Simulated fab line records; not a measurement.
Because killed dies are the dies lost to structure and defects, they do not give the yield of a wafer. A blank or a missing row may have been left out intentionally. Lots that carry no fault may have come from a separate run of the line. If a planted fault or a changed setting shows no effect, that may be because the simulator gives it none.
Split-lot experiment ; flow n5-finfet ; on a route of 1938 steps: 7 lots, 39 wafers read

## ON THE SPLIT
At N5_HKMG_FIN_ETCH_35 (etches SOC in N2/H2, target depth 215.8 nm, time 243.4 s), the setting time-s was moved away from the recipe's 243.4 s on 12 of the 39 wafers read, by -37.7% to +53.3%. The other wafers ran this setting at the recipe's value.

Split to reading: the file shows no intervening step.

## THE READING
SOC_of_HKMG_FIN_COAT_29.thk-nm (the simulator's own value, which no gauge read), in nm, at N5_HKMG_FIN_STRIP_92 (strips SOC in N2/H2, time 20 s). The file does not state a usual value for it. The 27 wafers here that ran the recipe average 72.8 nm, standard deviation 3.2 nm.

wafer;tool, chamber at the split;time-s as run, s;against the recipe;SOC_of_HKMG_FIN_COAT_29.thk-nm, nm;against lot-mates on the recipe
L075.1;rie-diel-04, 0;243.4;recipe;80.8;-
L075.2;rie-diel-04, 1;243.4;recipe;76.4;-
L075.3;rie-diel-04, 2;179.1;-26.4%;129.2;+52.5
L075.4;rie-diel-04, 3;179.1;-26.4%;130.6;+53.9
L075.5;rie-diel-04, 2;179.1;-26.4%;127.8;+51.1
L075.6;rie-diel-04, 3;243.4;recipe;72.8;-
L079.1;rie-diel-03, 0;243.4;recipe;72.4;-
L079.2;rie-diel-03, 3;373.2;+53.3%;0;-72.2
L079.4;rie-diel-03, 2;373.2;+53.3%;0;-72.2
L079.5;rie-diel-03, 3;373.2;+53.3%;0;-72.2
L079.3;rie-diel-03, 2;243.4;recipe;73;-
L079.6;rie-diel-03, 0;243.4;recipe;71.2;-
L084.1;rie-diel-03, 3;243.4;recipe;68.8;-
L084.2;rie-diel-03, 2;318.2;+30.7%;8.4;-62.9
L084.3;rie-diel-03, 0;243.4;recipe;72.8;-
L084.4;rie-diel-03, 1;318.2;+30.7%;4;-67.3
L084.5;rie-diel-03, 2;318.2;+30.7%;8.2;-63.1
L084.6;rie-diel-03, 1;243.4;recipe;72.4;-
L085.2;rie-diel-04, 0;243.4;recipe;78.6;-
L085.4;rie-diel-04, 3;243.4;recipe;71;-
L085.6;rie-diel-04, 1;243.4;recipe;75.2;-
L092.1;rie-diel-03, 3;243.4;recipe;73;-
L092.2;rie-diel-03, 1;243.4;recipe;71.4;-
L092.3;rie-diel-03, 0;151.7;-37.7%;154;+81.9
L092.6;rie-diel-03, 1;151.7;-37.7%;154;+81.9
L092.4;rie-diel-03, 0;151.7;-37.7%;154.2;+82.1
L092.5;rie-diel-03, 3;243.4;recipe;71.8;-
L096.1;rie-diel-02, 1;243.4;recipe;76;-
L096.2;rie-diel-02, 0;243.4;recipe;72.8;-
L096.3;rie-diel-02, 2;243.4;recipe;74;-
L096.4;rie-diel-02, 3;243.4;recipe;77.8;-
L096.5;rie-diel-02, 1;243.4;recipe;73.8;-
L096.6;rie-diel-02, 0;243.4;recipe;73.6;-
L097.1;rie-diel-03, 0;243.4;recipe;71.2;-
L097.2;rie-diel-03, 1;243.4;recipe;71.4;-
L097.3;rie-diel-03, 2;243.4;recipe;66.8;-
L097.4;rie-diel-03, 0;243.4;recipe;70;-
L097.5;rie-diel-03, 1;243.4;recipe;71.8;-
L097.6;rie-diel-03, 2;243.4;recipe;66;-

FIT RESULTS
A straight line over all 39 wafers: SOC_of_HKMG_FIN_COAT_29.thk-nm changes by -1.78 nm for each +1% of time-s; r = -0.98; the points scatter about the line by 8.6 nm.
The same after taking each lot's own level away (the mean of its wafers on the recipe; 39 wafers): -1.75 nm for each +1%; r = -0.98; scatter 8.2 nm.
Per that fit: largest time-s move, reading shift of 94 nm.
The lots' own levels span 69.53 to 76.67 nm, that is 2.2 times the standard deviation above.
The two slopes agree, so the slope changes little with the lot-to-lot level.
Check: -95.1 nm against its lot-mates is what the line predicts for one of the wafers moved furthest among these (+53.3%) when that wafer is left out of the fit. It came out at -72.2 nm against them.

## THESE WAFERS: OTHER SPLITS
Other splits were also applied to these wafers ahead of the reading. Each is held against what the fit with the lots' levels taken away leaves over:
other split on the same wafers;wafers away from the commonest value;r with SOC_of_HKMG_FIN_COAT_29.thk-nm (lot level and that fit taken away)
N5_DUMMY_GATE_PECVD_30 time-s;9;-0.08
N5_HKMG_FIN_ETCH_55 time-s;18;-0.11

## THE WHOLE CHAIN: every reading that the file lists as answering this split, in the file's order
step;what it does;reading;change (the file's fit);r (the file's)
N5_HKMG_FIN_ETCH_35;etches SOC in N2/H2, target depth 215.8 nm, time 243.4 s;HKMG_FIN.feature-depth-nm (the simulator's own value, which no gauge read);+2.15 nm for each +1% of the setting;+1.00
N5_HKMG_FIN_ETCH_35;etches SOC in N2/H2, target depth 215.8 nm, time 243.4 s;etch.depth-nm (the simulator's own value, which no gauge read);+2.15 nm for each +1% of the setting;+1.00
N5_HKMG_FIN_STRIP_92;strips SOC in N2/H2, time 20 s;SOC_of_HKMG_FIN_COAT_29.thk-nm (the simulator's own value, which no gauge read);-1.75 nm for each +1% of the setting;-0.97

## THE FILE'S OWN FIT
SOC_of_HKMG_FIN_COAT_29.thk-nm changes by -1.75 nm for each +1% of time-s, r = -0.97.
